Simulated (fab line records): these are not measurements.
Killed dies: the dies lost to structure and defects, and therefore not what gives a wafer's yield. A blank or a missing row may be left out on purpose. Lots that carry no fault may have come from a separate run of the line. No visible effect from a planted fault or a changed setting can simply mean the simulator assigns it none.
Struck lot and sound lot, side by side :: flow n5Finfet :: 15 steps out of a route of 1938
Sound: these wafers, L517.1, L517.3, L517.6. Struck: wafers L524.1, L524.2 (left out: L524.6, a lot-mate that was not struck); the cause follows at the end.
Per side, at each step with rows, come the tool, then ch with its chambers, and then its first start. Under that, the readings that differ: sound wafers :: struck wafers :: difference of the means :: sigmas: that difference in standard deviations of wafers without a fault.
alike: a reading whose means differ by less than 2 such deviations, as well as words and numbers matching on both sides. not compared: withheld readings; readings where some wafer has no value; bounds like >300 that might hide an equal value; numbers whose values overlap and for which the record gives no deviation.
The two part at a step that has a row with sigmas, a row that says differs or no value, or rows on one side only. Numbers that don't overlap but have no deviation are shown without sigmas and don't part them. A reading that every wafer of one side lacks parts them only if that side has two wafers or more.

first, 7 steps without rows for these wafers: N5_BEOL_M5_COAT_74 (time 60 s, resist thk 5 nm); N5_BEOL_M5_COAT_22 (resist thk 30 nm); N5_BEOL_M5_EBR_24; N5_BEOL_M5_SOFTBAKE_23 (time 60 s); N5_BEOL_M5_EXPOSE_25 (exposes mask V4, defocus 10 nm); N5_BEOL_M5_PEB_26 (peb time 60 s); N5_BEOL_M5_DEVELOP_27 (develop time 30 s).
N5_BEOL_M5_CD_MEAS_28: target cd 30.6 nm, target cd y 20 nm.
  sound on cdSem-01 ch 0, day 8 13:19; struck on cdSem-02 ch 0, day 10 01:57
  alike: cdNm
N5_BEOL_M5_OVL_MEAS_29:
  sound on overlay-02 ch 0, day 8 13:22; struck on overlay-01 ch 0, day 10 01:59
  alike: V4_OVL
N5_BEOL_M5_INSPECT_30: inspects for defects (brightfield).
  sound on defectInspect-02, day 8 13:25; struck on defectInspect-01, day 10 02:02
  alike: rawDefectCount
N5_BEOL_M5_DESCUM_33: chemistry O2, time 7 s.
  sound on rieDiel-06 ch 0,1,2, day 8 13:27; struck on rieDiel-06 ch 0,2, day 10 02:07
  alike: drypumpMotorCurrentA, oesProductAu, rfVppV, showerheadPlenumPTorr, throttleValvePct
  not compared: rfHoursCounterH
N5_BEOL_M5_ETCH_75: etches underlayer in N2/H2, target depth 6.5 nm, time 5.2 s.
  sound on rieDiel-06 ch 0,1,2, day 8 13:29; struck on rieDiel-06 ch 0,2, day 10 02:08
  alike: drypumpMotorCurrentA, etchRfOnTimeS, oesProductAu, rfVppV, showerheadPlenumPTorr, throttleValvePct
  not compared: rfHoursCounterH
N5_BEOL_M5_ETCH_67: etches SiARC in CF4, target depth 15.6 nm, time 26 s.
  sound on rieDiel-06 ch 0,1,2, day 8 13:30; struck on rieDiel-06 ch 0,2, day 10 02:10
reading: etchRfOnTimeS (s)
sound: 26.8 25.9 25.9
struck: 15.8 15.4
difference: -10.6
sigmas: -30

reading: oesProductAu (a.u.)
sound: 0.58 0.68 0.77
struck: 0.80 0.92
difference: +0.18
sigmas: +3
  alike: drypumpMotorCurrentA, rfVppV, showerheadPlenumPTorr, throttleValvePct
  not compared: rfHoursCounterH
N5_BEOL_M5_ETCH_68: etches SOC in N2/H2, target depth 80 nm, overetch 16 nm, time 120 s.
  sound on rieDiel-06 ch 0,1,2, day 8 13:32; struck on rieDiel-06 ch 0,2, day 10 02:11
  alike: drypumpMotorCurrentA, oesProductAu, rfVppV, showerheadPlenumPTorr, throttleValvePct
  not compared: rfHoursCounterH
-- the record jumps here: 4 days lie between the struck wafers' starts before and after (it left off in module BEOL_M5 and takes up again in module PASSIVATION, whose first step shown is number 1936 of the route) --
N5_PASSIVATION_PROBE_49:
  record: rows for the struck wafers here (prober-02, day 14 02:14), none for the sound ones

## WHERE THEY PART
Earliest at N5_BEOL_M5_ETCH_67; latest, in this record, at N5_PASSIVATION_PROBE_49.

WHY: whatever the simulator had introduced
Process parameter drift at N5_BEOL_M5_ETCH_67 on rieDiel-06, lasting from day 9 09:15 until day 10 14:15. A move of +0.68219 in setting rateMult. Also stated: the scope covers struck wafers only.
